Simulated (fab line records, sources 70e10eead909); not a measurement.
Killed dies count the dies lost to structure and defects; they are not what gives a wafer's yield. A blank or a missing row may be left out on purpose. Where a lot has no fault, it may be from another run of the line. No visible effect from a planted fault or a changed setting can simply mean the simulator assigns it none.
Chamber matching ; flow nand harc ; NHARC_A_SLIT_ETCH_29 on rie diel-09: 4 sister chambers
The step etches the open film in CF4/O2, target depth 100 nm, overetch 10 nm, time 55 s. 8 wafers are shown with their chamber, then 8 later ones without.

## EACH WAFER AND ITS CHAMBER
wafer;chamber;drypump motor current A (A);rf vpp V (V)
L085.2;1;5.1;197.6
L085.6;0;5.9;196.0
L088.1;0;5.9;196.0
L088.4;1;5.2;199.2
L088.5;3;6.5;198.3
L087.5;3;6.5;200.1
L087.6;2;5.5;195.4
L090.2;2;5.5;196.5

## WAFERS WITHOUT THEIR CHAMBER
wafer;drypump motor current A (A);rf vpp V (V)
L090.3;6.6;199.4
L090.6;5.5;194.7
L096.2;5.2;196.6
L096.3;5.5;196.1
L096.5;5.5;195.2
L097.3;6.6;198.3
L097.5;5.5;196.1
L097.6;6.6;198.0

## EACH ONE'S CHAMBER
wafer;from the rows above;in truth
L090.3;3;3
L090.6;2;2
L096.2;1;1
L096.3;2;2
L096.5;2;2
L097.3;3;3
L097.5;2;2
L097.6;3;3
Correctly placed: 8 of 8. Left unplaced by these rows: 0. Number placed wrongly: 0.
How it was worked out, from the rows above alone: a wafer's distance from a chamber is the root of the sum, over the readings, of the square of ((its reading less the chamber's mean) divided by the reading's scatter). If the next closest chamber is less than 2 further off than the closest, the wafer can't be placed; otherwise it belongs to the closest. For every chamber, the mean is computed from those of its wafers that are shown. The scatter: the root of (the sum of the squares of (reading less its chamber's mean) over the shown wafers, divided by (wafers less chambers)).
